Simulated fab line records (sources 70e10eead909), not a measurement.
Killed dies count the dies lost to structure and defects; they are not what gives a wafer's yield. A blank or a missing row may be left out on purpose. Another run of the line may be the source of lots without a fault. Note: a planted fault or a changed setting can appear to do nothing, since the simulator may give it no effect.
The tool behind it: which one? ; flow nandHarc ; 33 wafers from 11 lots sampled at 5 of the route's 1302 steps

== WHAT EACH GAUGE READ, for each wafer ==
NHARC_A_CONTACT_CD_MEAS_69 targets a cd of 300 nm.
lot;measured;on;cdNm (nm)
L142;day 22 18:25;cdSem-01;300.1 300.6 301.4
L141;day 22 23:17;cdSem-03;299.8 300.3 300.0
L143;day 23 06:14;cdSem-02;300.1 299.7 300.2
L145;day 24 15:18;cdSem-01;300.5 299.7 300.0
L149;day 25 23:35;cdSem-03;299.8 298.6 299.6
L150;day 26 01:00;cdSem-03;316.0 317.0 316.6
L153;day 27 21:27;cdSem-03;312.9 311.9 312.3
L156;day 28 23:47;cdSem-01;300.4 300.6 301.4
L159;day 29 18:25;cdSem-01;300.3 301.0 301.6
L157;day 29 20:37;cdSem-01;299.0 299.5 298.9
L160;day 31 11:50;cdSem-02;300.1 300.7 300.8

== EACH LOT AND THE TOOL THAT RAN IT (in order: tool; ch and the chambers of the sampled wafers; start) ==
lot;NHARC_A_CONTACT_ETCH_102;NHARC_A_CONTACT_STRIP_55;NHARC_A_CONTACT_DEP_58;NHARC_A_CONTACT_EXPOSE_66
L142;rieDiel-04 ch 0,2,3, day 22 12:02;rieDiel-04 ch 1,2,3, day 22 17:41 or earlier;pecvd-03 ch 0,1,2, day 22 17:41;arfiScanner-03 ch 0, day 22 18:16
L141;rieDiel-05 ch 0,2, day 22 13:46;rieDiel-05 ch 1,2, day 22 22:45 or earlier;pecvd-02 ch 1,2, day 22 22:45;arfiScanner-03 ch 0, day 22 23:09
L143;rieDiel-09 ch 0,2,3, day 22 23:47;rieDiel-09 ch 0,2,3, day 23 05:30 or earlier;pecvd-03 ch 0,1,2, day 23 05:30;arfiScanner-02 ch 0, day 23 06:05
L145;rieDiel-05 ch 0,1, day 24 06:34;rieDiel-05 ch 2,3, day 24 14:36 or earlier;pecvd-03 ch 0,1,2, day 24 14:36;arfiScanner-02 ch 0, day 24 15:10
L149;rieDiel-09 ch 1,2,3, day 25 17:28;rieDiel-09 ch 0,1, day 25 22:52 or earlier;pecvd-03 ch 1,2, day 25 22:52;arfiScanner-03 ch 0, day 25 23:27
L150;rieDiel-09 ch 2,3, day 25 20:22;rieDiel-09 ch 2,3, day 26 00:16 or earlier;pecvd-04 ch 0,1,2, day 26 00:16;arfiScanner-02 ch 0, day 26 00:52
L153;rieDiel-05 ch 1,2,3, day 27 14:25;rieDiel-05 ch 0,1,3, day 27 20:46 or earlier;pecvd-03 ch 0,1, day 27 20:46;arfiScanner-02 ch 0, day 27 21:19
L156;rieDiel-09 ch 1,3, day 28 19:09;rieDiel-09 ch 0,2, day 28 23:04 or earlier;pecvd-02 ch 0,1,2, day 28 23:04;arfiScanner-01 ch 0, day 28 23:38
L159;rieDiel-05 ch 1,2,3, day 29 13:23;rieDiel-05 ch 0,2,3, day 29 17:49 or earlier;pecvd-03 ch 0,1,2, day 29 17:49;arfiScanner-01 ch 0, day 29 18:16
L157;rieDiel-04 ch 1,3, day 29 14:59;rieDiel-04 ch 1,2,3, day 29 19:52 or earlier;pecvd-03 ch 1,2, day 29 19:52;arfiScanner-03 ch 0, day 29 20:28
L160;rieDiel-09 ch 2,3, day 31 02:12;rieDiel-09 ch 0,2,3, day 31 11:08 or earlier;pecvd-04 ch 0,1,2, day 31 11:08;arfiScanner-01 ch 0, day 31 11:42
- NHARC_A_CONTACT_ETCH_102: etches the open film in CF4/O2, target depth 100 nm, overetch 10 nm, time 55 s.
- NHARC_A_CONTACT_STRIP_55: strips in O2.
- NHARC_A_CONTACT_DEP_58: deposits SiON, target thk 90 nm.
- NHARC_A_CONTACT_EXPOSE_66: exposes mask A CC 2.

== AS READ BY THE TOOLS THEMSELVES (means over the sampled wafers that have a number; for cases with no such wafer, the mark the record gives instead) ==
NHARC_A_CONTACT_ETCH_102.
lot;tool;drypumpMotorCurrentA (A);oes_o_777_au (a.u.);oesProductAu (a.u.);rfVppV (V);showerheadPlenumPTorr (Torr);throttleValvePct (%)
L142;rieDiel-04;5.8;0.997;0.993;198.3;1.36;13.406
L141;rieDiel-05;5.8;0.996;1.011;196.3;1.25;13.392
L143;rieDiel-09;5.1;1.002;1.004;197.2;1.34;13.396
L145;rieDiel-05;5.6;1.006;1.004;195.4;1.29;13.386
L149;rieDiel-09;5.4;1.002;1.002;198.1;1.31;13.389
L150;rieDiel-09;5.2;1.004;1.002;198.2;1.38;13.400
L153;rieDiel-05;5.3;1.004;0.995;198.7;1.38;13.400
L156;rieDiel-09;5.7;1.003;0.998;198.4;1.37;13.396
L159;rieDiel-05;5.3;1.003;1.004;199.2;1.38;13.400
L157;rieDiel-04;5.9;0.998;1.005;196.7;1.33;13.388
L160;rieDiel-09;5.0;1.005;1.009;197.5;1.31;13.400

NHARC_A_CONTACT_STRIP_55.
lot;tool;drypumpMotorCurrentA (A);oesProductAu (a.u.);rfVppV (V);showerheadPlenumPTorr (Torr);throttleValvePct (%)
L142;rieDiel-04;5.8;0.999;58.6;3.59;17.035
L141;rieDiel-05;5.5;0.998;57.5;3.38;17.034
L143;rieDiel-09;5.2;0.997;58.5;3.53;17.037
L145;rieDiel-05;5.5;1.006;56.1;3.37;17.031
L149;rieDiel-09;5.8;0.997;57.4;3.34;17.038
L150;rieDiel-09;5.0;1.003;56.6;3.48;17.044
L153;rieDiel-05;5.4;0.994;57.2;3.48;17.032
L156;rieDiel-09;5.0;1.014;56.9;3.39;17.030
L159;rieDiel-05;5.7;1.005;56.8;3.55;17.025
L157;rieDiel-04;5.8;0.998;57.8;3.56;17.034
L160;rieDiel-09;5.2;1.008;57.1;3.51;17.035

NHARC_A_CONTACT_DEP_58.
lot;tool;heaterPowerOuterW (W);heaterPowerW (W)
L142;pecvd-03;351;589
L141;pecvd-02;515;867
L143;pecvd-03;366;610
L145;pecvd-03;356;605
L149;pecvd-03;360;629
L150;pecvd-04;522;776
L153;pecvd-03;408;653
L156;pecvd-02;505;829
L159;pecvd-03;369;623
L157;pecvd-03;373;650
L160;pecvd-04;509;763

NHARC_A_CONTACT_EXPOSE_66.
lot;tool;exposureDoseMJCm2
L142;arfiScanner-03;59.03
L141;arfiScanner-03;58.95
L143;arfiScanner-02;58.99
L145;arfiScanner-02;59.07
L149;arfiScanner-03;59.06
L150;arfiScanner-02;79.10
L153;arfiScanner-02;75.07
L156;arfiScanner-01;58.98
L159;arfiScanner-01;59.01
L157;arfiScanner-03;59.00
L160;arfiScanner-01;59.08

== THE ANSWER, worked out from the rows above alone ==
Rule: what is usual is taken from the lots themselves. Put in order of their means at a reading, lots are off if they are a third of the lots or fewer, leave a main group of 4 or more, and stand apart from it by a gap of 3 or more times the standard deviation of the main group's means; of several such gaps the widest counts. A main group whose means are all the same, to the digits that the tables above print for the reading, isn't used. Also off: a lot with no number at a reading for which 4 or more lots have one. The other lots that the step has rows for count as sound. First the gauges in route order, then the tools' own readings, where a lot's mean is used as printed above. The first step at which some lot is off is used, and at that step the reading that is off furthest; a lot without a number counts as furthest.
Off, at NHARC_A_CONTACT_CD_MEAS_69 on cdNm: L150, L153. Mean 300.2 nm and standard deviation 0.6 in the main group.
If a tool, at a process step before that reading, ran all the lots that are off and no sound lot after the first of them, it fits. The gauges at NHARC_A_CONTACT_CD_MEAS_69 aren't tried: what is off there is off at NHARC_A_CONTACT_EXPOSE_66 too, on other tools, and a gauge's error can't cause that. NHARC_A_CONTACT_STRIP_55: start missing for some lots; hours and lot order therefore follow NHARC_A_CONTACT_DEP_58. One fits: NHARC_A_CONTACT_EXPOSE_66 on arfiScanner-02. A fault onset in the window from L145 (day 24 15:10, its last sound lot) to L150 (day 26 00:52, its first lot off) fits.
On the lots that are off, the tool's own readings at NHARC_A_CONTACT_EXPOSE_66 differ by more than 5 times the standard deviation of the sound lots' means, which bears it out; exposureDoseMJCm2 reads 77.08 there versus 59.02 on the sound lots.

== WHAT WAS PUT IN BY THE SIMULATOR ==
Process parameters drifting: arfiScanner-02 at NHARC_A_CONTACT_EXPOSE_66, beginning at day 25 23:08. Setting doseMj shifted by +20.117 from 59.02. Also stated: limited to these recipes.
Shown lots that were struck: L150, L153. Same finding as the rule above.
